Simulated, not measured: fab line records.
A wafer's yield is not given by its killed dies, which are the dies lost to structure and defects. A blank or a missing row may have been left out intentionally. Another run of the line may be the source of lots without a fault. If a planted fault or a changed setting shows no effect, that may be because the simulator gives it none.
fab line records	flow nand-harc
record: lots: 6	wafers: 18	last-day: 31
route steps=1302 shown A_CONTACT@1051 END@1302
lots untouched by any fault: they come from a run of this same line in which no faults occurred
start-h: the number of hours between the record's first day and the start of the first shown wafer of the lot	wait-h: time in hours since the lot's previous step	" as in the row above	L1.1+2: a row that stands for several wafers	- no value present, or no start provided	* or withheld: withheld	< > ~ a bound
route shown NAME@n: NAME is a module with steps in the file, n the number in the route of the first one	usual: average and standard deviation across the fault-free wafers	same: alike in all rows	chamber/n: place in a boat	sites: each site's reading	_std_site: standard deviation of those values	_edge_site: outer sites' mean less inner sites'	radius-mm: how far each site lies from the wafer's centre	mask NAME#n: copy n	behind: the last tool/chamber to shape the wafer	hold: why the lot went on hold/how many hours it stayed there/how the hold came to an end	device: names the non-switching transistor (n, p or np)	end of line: the tests these same wafers got at the end of their route	a step given without rows: its recipe and nothing more	killed: not the wafer's yield, but the dies lost to structure and defects at the first sort	map: the dies of a wafer, with x for killed, . for not killed, _ for no die there
set.NAME: the setting as run; set.NAME@STEP: as run at that earlier step	model.NAME: the simulator's own value behind a step, which no gauge read
lots seen at some steps along the route; tables by step, rows by wafer
services: the hour from which a tool's chamber was out of use, counted from the record's first day as start-h (under 0 if before that day), plus the number of hours and why
== steps ==
step: NHARC_A_CONTACT_ETCH_128
recipe: source-w: withheld	pressure-mtorr: 20	bias-v: 3000	time-s: 197	target-depth-a: 19180	ar-flow-sccm: withheld	c4f8-flow-sccm: withheld	o2-flow-sccm: withheld	chemistry: C4F8/O2/Ar
usual: run-length-s: 197/0
lot.wafer	tool	chamber	start-h	wait-h	rf-hours-counter-h	run-length-s
L123.1	har-cap-etch-02	1	538.96	0.1	91	197
L123.5	"	1	"	"	-	197
L123.6	"	0	"	"	-	197
L125.1	har-cap-etch-01	0	571.29	0.1	8	197
L125.2	"	1	"	"	8	197
L125.4	"	1	"	"	-	197
L127.3	har-cap-etch-02	0	588.02	0.1	-	197
L127.6	"	0	"	"	-	197
L127.5	"	1	"	"	-	197
L129.1	har-cap-etch-01	0	610.09	0.1	17	197
L129.3	"	1	"	"	-	197
L129.6	"	1	"	"	-	197
L134.2	har-cap-etch-02	0	655.06	0.1	114	197
L134.3	"	0	"	"	-	197
L134.6	"	0	"	"	-	197
L137.1	har-cap-etch-03	1	679.88	0.1	74	197
L137.3	"	1	"	"	-	197
L137.6	"	0	"	"	-	197
step: NHARC_A_CONTACT_ETCH_129
recipe: source-w: withheld	pressure-mtorr: 20	bias-v: 3000	time-s: 197	target-depth-a: 19180	ar-flow-sccm: withheld	c4f8-flow-sccm: withheld	o2-flow-sccm: withheld	chemistry: C4F8/O2/Ar
usual: run-length-s: 197/0
lot.wafer	tool	chamber	start-h	wait-h	rf-hours-counter-h	run-length-s
L123.1	har-cap-etch-02	1	539.13	0.1	91	197
L123.5	"	1	"	"	-	197
L123.6	"	0	"	"	-	197
L125.1	har-cap-etch-01	0	571.47	0.1	8	197
L125.2	"	1	"	"	8	197
L125.4	"	1	"	"	-	197
L127.3	har-cap-etch-02	0	588.20	0.1	-	197
L127.6	"	0	"	"	-	197
L127.5	"	1	"	"	-	197
L129.1	har-cap-etch-01	0	610.26	0.1	18	197
L129.3	"	1	"	"	-	197
L129.6	"	1	"	"	-	197
L134.2	har-cap-etch-02	0	655.24	0.1	114	197
L134.3	"	0	"	"	-	197
L134.6	"	0	"	"	-	197
L137.1	har-cap-etch-03	1	680.06	0.1	74	197
L137.3	"	1	"	"	-	197
L137.6	"	0	"	"	-	197
step: NHARC_A_CONTACT_ETCH_130
recipe: source-w: withheld	pressure-mtorr: 20	bias-v: 3000	time-s: 197	target-depth-a: 19180	ar-flow-sccm: withheld	c4f8-flow-sccm: withheld	o2-flow-sccm: withheld	chemistry: C4F8/O2/Ar
step: NHARC_A_CONTACT_ETCH_131
recipe: source-w: withheld	pressure-mtorr: 20	bias-v: 3000	time-s: 197	target-depth-a: 19180	ar-flow-sccm: withheld	c4f8-flow-sccm: withheld	o2-flow-sccm: withheld	chemistry: C4F8/O2/Ar
step: NHARC_A_CONTACT_ETCH_132
recipe: source-w: withheld	pressure-mtorr: 20	bias-v: 3000	time-s: 197	target-depth-a: 19240	ar-flow-sccm: withheld	c4f8-flow-sccm: withheld	o2-flow-sccm: withheld	chemistry: C4F8/O2/Ar
usual: run-length-s: 197/0
lot.wafer	tool	chamber	start-h	wait-h	rf-hours-counter-h	run-length-s
L123.1	har-cap-etch-02	1	539.67	0.1	91	197
L123.5	"	1	"	"	-	197
L123.6	"	0	"	"	-	197
L125.1	har-cap-etch-01	0	572.00	0.1	9	197
L125.2	"	1	"	"	9	197
L125.4	"	1	"	"	-	197
L127.3	har-cap-etch-02	0	588.73	0.1	-	197
L127.6	"	0	"	"	-	197
L127.5	"	1	"	"	-	197
L129.1	har-cap-etch-01	0	610.79	0.1	18	197
L129.3	"	1	"	"	-	197
L129.6	"	1	"	"	-	197
L134.2	har-cap-etch-02	0	655.83	0.2	114	197
L134.3	"	0	"	"	-	197
L134.6	"	0	"	"	-	197
L137.1	har-cap-etch-03	1	680.59	0.1	74	197
L137.3	"	1	"	"	-	197
L137.6	"	0	"	"	-	197
step: NHARC_A_CONTACT_ETCH_133
recipe: source-w: withheld	pressure-mtorr: 20	bias-v: 400	time-s: 374	target-depth-a: 16100	ar-flow-sccm: withheld	c4f8-flow-sccm: 11.5	o2-flow-sccm: 7.2	chemistry: C4F8/O2/Ar
step: NHARC_A_CONTACT_ETCH_91
recipe: target-depth-a: 400	over-etch-frac: 0.5	time-s: 85.7	ion-energy-ev: 120	ch3f-flow-sccm: 50	o2-flow-sccm: 30	ar-flow-sccm: 200	rf-w: 500	bias-w: 100	chemistry: CH3F/O2
usual: drypump-motor-current-A: 6.2/0.44	mfc-ar-sccm: 200.0/0.61	oes-product-au: 0.936/0.023	rf-vpp-V: 243.7/1.6	run-length-s: 106.9/0.43	showerhead-plenum-p-Torr: 2.42/0.096	throttle-valve-pct: 20.663/0.0089
lot.wafer	tool	chamber	start-h	wait-h	drypump-motor-current-A	mfc-ar-sccm	oes-product-au	rf-hours-counter-h	rf-vpp-V	run-length-s	showerhead-plenum-p-Torr	throttle-valve-pct
L123.1	rie-diel-12	0	540.67	0.8	6.7	200.3	0.919	14	243.9	107.8	2.43	20.656
L123.5	"	1	"	"	6.7	200.8	0.923	-	243.5	106.8	2.34	20.660
L123.6	"	2	"	"	5.5	199.6	0.944	-	244.8	107.0	2.47	20.661
L125.1	rie-diel-12	0	572.96	0.7	6.6	198.9	0.929	20	242.7	107.3	2.43	20.667
L125.2	"	2	"	"	5.6	200.1	0.943	22	243.8	107.0	2.47	20.665
L125.4	"	3	"	"	5.8	199.8	0.942	22	242.8	106.1	2.34	20.659
L127.3	rie-diel-12	2	589.67	0.6	5.6	199.5	0.948	27	242.8	106.9	2.47	20.659
L127.5	"	0	"	"	6.7	199.3	0.925	-	243.0	107.7	2.42	20.660
L127.6	"	1	"	"	6.7	200.0	0.936	-	242.6	106.9	2.34	20.668
L129.3	rie-diel-12	1	611.73	0.6	6.8	200.1	0.926	31	242.6	107.0	2.33	20.649
L129.1	"	3	"	"	5.8	199.4	0.946	29	243.7	106.3	2.34	20.685
L129.6	"	1	"	"	6.7	200.1	0.925	-	243.2	106.6	2.33	20.665
L134.2	rie-diel-12	0	657.00	0.8	6.6	199.5	0.926	5	243.0	107.7	2.42	20.676
L134.3	"	3	"	"	5.8	199.9	0.934	5	241.3	106.2	2.34	20.668
L134.6	"	3	"	"	5.8	199.4	0.929	-	242.5	106.2	2.34	20.676
L137.1	rie-diel-12	0	681.56	0.7	6.6	200.2	0.913	9	243.9	107.6	2.42	20.653
L137.3	"	2	"	"	5.5	199.8	0.920	7	243.8	106.7	2.46	20.671
L137.6	"	1	"	"	6.7	200.5	0.916	-	241.6	107.0	2.33	20.661
step: NHARC_A_CONTACT_ETCH_97
recipe: target-depth-a: 200	over-etch-frac: 0.5	time-s: 10	ion-energy-ev: 250	c4f6-flow-sccm: 25	o2-flow-sccm: 20	ar-flow-sccm: 500	rf-w: 600	bias-w: 500	chemistry: C4F6/O2
usual: drypump-motor-current-A: 6.2/0.45	mfc-ar-sccm: 499.9/1.6	oes-product-au: 0.956/0.018	rf-vpp-V: 546/3	run-length-s: 30.9/0.36	showerhead-plenum-p-Torr: 3.86/0.14	throttle-valve-pct: 26.902/0.0099
lot.wafer	tool	chamber	start-h	wait-h	drypump-motor-current-A	mfc-ar-sccm	oes-product-au	rf-hours-counter-h	rf-vpp-V	run-length-s	showerhead-plenum-p-Torr	throttle-valve-pct
L123.1	rie-diel-12	1	-	-	6.8	498.9	0.949	14	543	30.6	3.75	26.907
L123.5	"	0	"	"	6.7	498.5	0.939	-	546	31.2	3.88	26.901
L123.6	"	1	"	"	6.8	498.6	0.943	-	541	30.6	3.75	26.892
L125.4	rie-diel-12	3	-	-	5.8	499.3	0.951	22	543	30.7	3.75	26.896
L125.1	"	0	"	"	6.7	499.7	0.961	20	546	31.6	3.87	26.927
L125.2	"	2	"	"	5.6	498.9	0.947	22	548	30.6	3.94	26.889
L127.3	rie-diel-12	1	-	-	6.8	501.9	0.949	25	543	31.1	3.74	26.896
L127.6	"	0	"	"	6.6	496.2	0.944	-	546	31.4	3.87	26.900
L127.5	"	1	"	"	6.7	498.8	0.951	-	542	31.0	3.74	26.887
L129.3	rie-diel-12	1	-	-	6.8	499.5	0.956	31	543	30.9	3.74	26.918
L129.1	"	2	"	"	5.5	499.5	0.936	33	547	30.5	3.94	26.897
L129.6	"	1	"	"	6.7	496.3	0.956	-	544	30.9	3.74	26.892
L134.3	rie-diel-12	3	657.16	0.1	5.8	498.2	0.941	5	545	30.6	3.74	26.888
L134.2	"	1	"	"	6.7	499.3	0.945	6	544	30.8	3.73	26.891
L134.6	"	3	"	"	5.8	498.9	0.947	-	542	30.4	3.74	26.901
L137.1	rie-diel-12	0	-	-	6.7	498.0	0.949	9	547	31.5	3.86	26.898
L137.3	"	1	"	"	6.8	500.3	0.942	9	543	30.7	3.73	26.897
L137.6	"	1	"	"	6.7	500.7	0.943	-	542	30.7	3.73	26.915
step: NHARC_A_CONTACT_CD_MEAS_80
usual: cd-nm: 289.5/0.71
lot.wafer	tool	chamber	start-h	wait-h	cd-nm
L123.1	cd-sem-03	-	540.85	-	289.3
L123.5	"	-	"	"	289.7
L123.6	"	-	"	"	289.4
L125.1	cd-sem-01	-	573.18	-	288.5
L125.2	"	-	"	"	289.2
L125.4	"	-	"	"	289.4
L127.3	cd-sem-01	-	589.86	-	288.1
L127.5	"	-	"	"	287.7
L127.6	"	-	"	"	288.0
L129.1	cd-sem-01	-	611.94	-	290.6
L129.3	"	-	"	"	290.3
L129.6	"	-	"	"	290.3
L134.2	cd-sem-03	-	657.25	-	290.2
L134.3	"	-	"	"	290.1
L134.6	"	-	"	"	290.5
L137.1	cd-sem-03	-	681.77	-	289.5
L137.3	"	-	"	"	289.4
L137.6	"	-	"	"	289.6
step: NHARC_A_CONTACT_STRIP_103
recipe: n2-flow-sccm: 150	h2-flow-sccm: 150	ar-flow-sccm: 0	bias-w: 0	chemistry: N2/H2
step: NHARC_A_CONTACT_STRIP_104
recipe: cf4-flow-sccm: 100	chf3-flow-sccm: 30	ar-flow-sccm: 0	bias-w: 0	chemistry: CF4/CHF3
step: NHARC_A_CONTACT_STRIP_105
recipe: o2-flow-sccm: 400	cos-flow-sccm: 20	ar-flow-sccm: 0	bias-w: 0	chemistry: O2/COS
step: NHARC_A_CONTACT_ETCH_106
recipe: target-depth-a: 900	overetch-a: 90	time-s: 49.5	ion-energy-ev: 100	cf4-flow-sccm: 80	o2-flow-sccm: 20	ar-flow-sccm: 0	rf-w: 300	bias-w: 100	chemistry: CF4/O2
usual: drypump-motor-current-A: 6.2/0.42	mfc-ar-sccm: 0.005/0.007	oes-product-au: 1.002/0.01	rf-vpp-V: 197.5/1.5	run-length-s: 70.6/0.43	showerhead-plenum-p-Torr: 1.32/0.057	throttle-valve-pct: 13.398/0.0091
lot.wafer	tool	chamber	start-h	wait-h	drypump-motor-current-A	mfc-ar-sccm	oes-product-au	rf-hours-counter-h	rf-vpp-V	run-length-s	showerhead-plenum-p-Torr	throttle-valve-pct
L123.1	rie-diel-12	0	541.14	0.0	6.6	0	0.997	14	197.4	71.1	1.32	13.394
L123.6	"	0	"	"	6.6	0	0.997	-	197.7	71.4	1.32	13.406
L123.5	"	1	"	"	6.7	0	0.991	-	195.6	70.9	1.27	13.396
L125.1	rie-diel-12	3	573.76	0.1	5.8	0	1.015	22	195.8	66.6	1.27	13.406
L125.4	"	0	"	"	6.7	0	1.002	20	197.6	71.6	1.32	13.407
L125.2	"	2	"	"	5.5	0.013	1.017	22	198.5	70.9	1.34	13.398
L127.3	rie-diel-12	2	590.16	0.1	5.5	0.013	1.015	27	198.6	67.2	1.34	13.419
L127.5	"	1	"	"	6.7	0	0.996	-	197.1	70.3	1.27	13.396
L127.6	"	2	"	"	5.5	0.013	1.013	-	198.9	70.2	1.34	13.393
L129.1	rie-diel-08	2	612.26	0.1	6.3	0	1.005	20	199.4	70.4	1.43	13.396
L129.3	"	1	"	"	5.9	0	1.016	19	199.3	70.6	1.41	13.397
L129.6	"	2	"	"	6.3	0	1.004	-	200.5	70.6	1.43	13.399
L134.3	rie-diel-12	3	657.57	0.1	5.8	0	0.989	5	195.5	70.1	1.27	13.393
L134.2	"	1	"	"	6.7	0	0.986	6	195.5	70.6	1.27	13.390
L134.6	"	3	"	"	5.8	0	0.985	-	195.5	70.2	1.27	13.393
L137.1	rie-diel-12	2	682.07	0.1	5.5	0.013	0.980	7	199.8	70.6	1.34	13.405
L137.3	"	1	"	"	6.7	0	0.979	9	197.8	70.4	1.26	13.397
L137.6	"	3	"	"	5.8	0	0.994	-	197.5	70.3	1.27	13.406
step: NHARC_A_CONTACT_STRIP_82
recipe: o2-flow-sccm: 500	ar-flow-sccm: 0	bias-w: 0	chemistry: O2
step: NHARC_END_SORT_01
recipe: temp-c: 25
usual: killed-at-array: 59/20	killed-at-other: 0.8/1.2	killed-at-periphery: 3.5/2.2	killed-dies: 63/20	killed-open: 3.3/1.8	killed-short: 2.6/1.7
same: gross-dies: 677
lot.wafer	tool	chamber	start-h	wait-h	killed-at-array	killed-at-other	killed-at-periphery	killed-dies	killed-open	killed-short
L125.1	prober-01	0	627.05	2.6	207	0	2	209	3	2
L127.3	prober-01	0	644.26	3.1	114	1	2	117	4	5
killed by level:class
L125.1 A_CONTACT:area-etch=125 A_SLIT:chamber-film-flake=34 A_CHANNEL_HOLE_D2:chamber-film-flake=30 A_STAIRCASE:chamber-film-flake=5 A_SGD_CUT:chamber-film-flake=4 A_CHANNEL_HOLE_D1:chamber-film-flake=3 A_ONON_D1:geometric-particle:short=1 A_ONON_D1:geometric-particle:open=1
L127.3 A_CONTACT:area-etch=77 A_CHANNEL_HOLE_D2:chamber-film-flake=11 A_CONTACT:chamber-film-flake=5 A_CHANNEL_HOLE_D1:chamber-film-flake=4 A_CHANNEL_FILL_D2:chamber-film-flake=4 A_STAIRCASE:chamber-film-flake=2 A_SLIT:chamber-film-flake=2 A_BONDPAD:chamber-film-flake=2
map L125.1 (x killed, . not)
____________.____________
_________......._________
_______..........._______
______.............______
_____..............._____
____.................____
____.................____
___............x......___
___......x............___
__.....x.......x.......__
__.....x..x.xxx........__
_.....xx.x.xxx.........._
_......x..xx............_
_....x..x..xxxxx.x......_
_...x..xxx..x.xxx..x...._
_......xx.xxxx....x....._
.....x......xxx..x.......
..x..xxx....xxxxxx.x.....
.x...xx......x...x.......
.xx.xxxxxxxxxx.x.x.......
.x..x.xxxxx.xxxx.x.......
_...xxxxxx.xxxx.xxx.x..._
_...xxxxxxx..x....x.x..._
_.x...xx.xxxx.x.....x..._
_..xxxxxx.x..xxxx....x.._
_....xx..xxxxxxxxx......_
__..xxxx.x.x.xxx.x.....__
__.xx..xxx...x..x.x....__
___....x..x.xxxxx.....___
___..x..xxx..x.x.xx...___
____.x....x.x.xx.xxx.____
____..xx..x...xxxx...____
_____.......x.xxxxx._____
______...x....xxx..______
_______...x...xx.x_______
_________...x.x._________
____________.____________
map L127.3 (x killed, . not)
____________.____________
_________...x..x_________
_______..x........_______
______.............______
_____.x.x..........._____
____.................____
____.................____
___...................___
___xx.............x.x.___
__x......x.......x.....__
__...................x.__
_........x......x...x.x._
_...xx............x..x.._
_..x.xx...x............x_
_...................x..._
_...................x.xx_
.......................x.
.......................x.
....x...x...........x..x.
......x.................x
..xx..x....x........x.x.x
_..xxxx..x......x....x.._
_....x..xx.x..........x._
_.x...xx...............x_
_xx.x...x...........xxx._
_.x..x..............x.xx_
__x...xx...........x...__
__.....x.......x...x.x.__
___................x.x___
___xx.x...x........x..___
____................x____
____x....xx......x.x.____
_____.x..x...xxxxx.x_____
______x.xx..xx..xx.______
_______....xxxxx.._______
_________x..x..x_________
____________.____________
== services ==
tool	chamber	start-h	hours	kind
rie-diel-12	0	528.47	-	clean
rie-diel-12	1	528.47	-	clean
rie-diel-12	2	528.47	-	clean
rie-diel-12	3	528.47	-	clean
rie-diel-08	-	547.21	9.0	pm
rie-diel-12	0	553.70	-	clean
rie-diel-12	1	553.70	-	clean
rie-diel-12	2	553.70	-	clean
rie-diel-12	3	553.70	-	clean
rie-diel-12	0	578.20	-	clean
rie-diel-12	1	578.20	-	clean
rie-diel-12	2	578.20	-	clean
rie-diel-12	3	578.20	-	clean
rie-diel-12	3	598.73	8.6	repair
rie-diel-12	0	602.70	-	clean
rie-diel-12	1	602.70	-	clean
rie-diel-12	2	602.70	-	clean
rie-diel-08	3	608.46	5.6	repair
rie-diel-08	0	613.68	2.7	repair
rie-diel-12	-	622.58	9.0	pm
rie-diel-12	0	622.58	9.0	vent-cycle
rie-diel-12	2	654.34	7.6	repair
har-cap-etch-03	-	657.23	0.2	repair
rie-diel-08	-	671.24	1.1	repair
== key ==
first-sign: step: NHARC_A_CONTACT_ETCH_106	reading: run-length-s	direction: down	sigmas: 8.7	usual: *	struck: *
effect: step: NHARC_END_SORT_01	reading: killed-at-array	direction: up	sigmas: 5.2	usual: 59	struck: 160
more-kills-born-at: NHARC_A_CONTACT_ETCH_106@rie-diel-12: 202
met-at NHARC_A_CONTACT_ETCH_106
struck-wafers L125.1,L127.3
tester-left-out L125,L127
onset-between 541.14 573.76
fault: kind: process-parameter-drift	tool: rie-diel-12	chamber: -	onset-h: 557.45	steps: NHARC_A_CONTACT_ETCH_106	channel: time-s	offset: *	shape: step	end-h: 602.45	scope: struck-wafers-only	acts-in: *	stated: *
tester-left-out: of these lots the tester's yield and bins aren't shown, on N5 and GAA mostly nor the transistor test; their killed dies are dies lost to structure and defects alone, not to doping, threshold or leakage, so they don't give the yield
